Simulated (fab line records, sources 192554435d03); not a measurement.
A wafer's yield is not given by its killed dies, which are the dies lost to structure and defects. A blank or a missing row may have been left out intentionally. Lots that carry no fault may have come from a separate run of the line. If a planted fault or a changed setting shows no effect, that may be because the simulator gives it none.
Struck lot and sound lot, side by side || flow n5 finfet || 16 steps out of a route of 1938
Sound: the wafers L928.1, L928.5, L928.6. The struck wafers were L931.2, L931.4. Last of all comes the cause.
For every step that has rows: the tool of each side, followed by ch and its chambers, followed by its first start. Under that, the readings that differ: sound wafers || struck wafers || difference of the means || sigmas: that difference in standard deviations of wafers without a fault.
alike: a reading whose means differ by less than 2 such deviations, as well as words and numbers matching on both sides. not compared: withheld readings; readings where some wafer has no value; bounds like >300 that might hide an equal value; numbers whose values overlap and for which the record gives no deviation.
A row with sigmas, a row that says differs or no value, or rows on one side alone: a step with any of these is where the two part. Numbers that don't overlap but have no deviation are shown without sigmas and don't part them. Lack of a reading on every wafer of one side parts them only where that side has two or more wafers.

N5_SDB_INSPECT_36: inspects for defects (darkfield).
  sound on defect inspect-01 at day 6 03:22; struck on defect inspect-02 at day 7 05:29
  alike: raw defect count
N5_DUMMY_REMOVAL_HM_STRIP_01: strips SiNx in CH3F/O2, stops on poly-Si, target depth 4 nm, time 6.8 s.
  sound on rie diel-01 ch 0,1, day 6 03:24; struck on rie diel-01 ch 0,3, day 7 05:31
  alike: drypump motor current A, oes product au, rf vpp V, showerhead plenum p Torr, throttle valve pct
  not compared: rf hours counter h
N5_DUMMY_REMOVAL_STRIP_10: strips in N2/H2, time 40 s.
  sound on rie diel-01 ch 0,1, day 6 03:26; struck on rie diel-01 ch 0,3, day 7 05:32
  alike: drypump motor current A, oes product au, rf vpp V, showerhead plenum p Torr, throttle valve pct
  not compared: rf hours counter h
then, 2 steps without rows for these wafers: N5_DUMMY_REMOVAL_PRECLEAN_07 (cleans in dHF, time 30 s); N5_DUMMY_REMOVAL_DUMMY_REMOVE_02 (chemistry TMAH, target poly-Si, stops on SiO2, target depth 142 nm, time 57 s, rinse time 30 s).
N5_DUMMY_REMOVAL_INSPECT_06: inspects for defects (brightfield).
  sound on defect inspect-01 at day 6 03:36; struck on defect inspect-01 at day 7 05:42
  alike: raw defect count
then, 4 steps without rows for these wafers: N5_DUMMY_REMOVAL_PRECLEAN_08 (cleans in NF3:NH3, afs cycles 2, time 20 s, sublimation time 60 s); N5_DUMMY_REMOVAL_PRECLEAN_04 (cleans in DHF, time 37 s); N5_DUMMY_REMOVAL_SRD_05 (time 30 s); N5_HKMG_FIN_IL_REGROW_00 (material SiO2, chemistry O3, target thk 0.75 nm, time 30 s).
N5_HKMG_FIN_HK_ALD_01: deposits HfO2, target thk 1.6 nm, pulse time 3 s, purge time 3 s.
  sound on ald hk-02 ch 1,2, day 6 03:58; struck on ald hk-02 ch 0,3, day 7 06:07
  alike: precursor pulse height rel
  not compared: co reactant pulse time s
N5_HKMG_FIN_HK_ANNEAL_02: time 30 s.
  sound on rtp anneal-01 ch 0, day 6 04:11; struck on rtp anneal-02 ch 0, day 7 06:20
  alike: lamp power pct, lamp_zone_1_pct, wafer_temp_C_max
N5_HKMG_FIN_ALD_74: deposits La2O3, target thk 0.5 nm, pulse time 6 s, co reactant pulse time 1 s.
  sound on ald hk-03 ch 0,2,3, day 6 04:24; struck on ald hk-03 ch 0,2, day 7 06:31
{"reading": "co reactant pulse time s (s)", "sound": "1 1 1", "struck": "1.0519 1.0519", "difference": "+0.0519", "sigmas": ""}
  alike: heater power w, precursor pulse height rel
N5_HKMG_FIN_ALD_75: deposits Al2O3, target thk 1 nm, co reactant pulse time 1 s.
  sound on ald hk-03 ch 0,2,3, day 6 04:34; struck on ald hk-03 ch 0,2, day 7 06:36
  alike: heater power w, precursor pulse height rel
-- record jumps: 4 days separate the struck wafers' starts on either side; left off in module HKMG_FIN, taken up again in module BEOL_M4, whose first shown step is the route's number 1111 --
N5_BEOL_M4_RC_MEAS_101:
  sound on prober-02 ch 0, day 11 09:07; struck on prober-01 ch 0, day 11 17:41
  alike: DIBL_N, DIBL_P, IOFF_N, IOFF_P, ION_N, ION_P, SS_N, SS_P, VT_N, VT_P
-- the record jumps here: 5 days lie between the struck wafers' starts before and after (it left off in module BEOL_M4 and takes up again in module PASSIVATION, whose first step shown is number 1936 of the route) --
N5_PASSIVATION_PROBE_49:
  rows exist in the record for the struck wafers here (prober-02, day 16 17:06), but not for the sound ones

== WHERE THEY PART ==
Within this record, at N5_PASSIVATION_PROBE_49 only.

WHY: the cause the simulator had injected
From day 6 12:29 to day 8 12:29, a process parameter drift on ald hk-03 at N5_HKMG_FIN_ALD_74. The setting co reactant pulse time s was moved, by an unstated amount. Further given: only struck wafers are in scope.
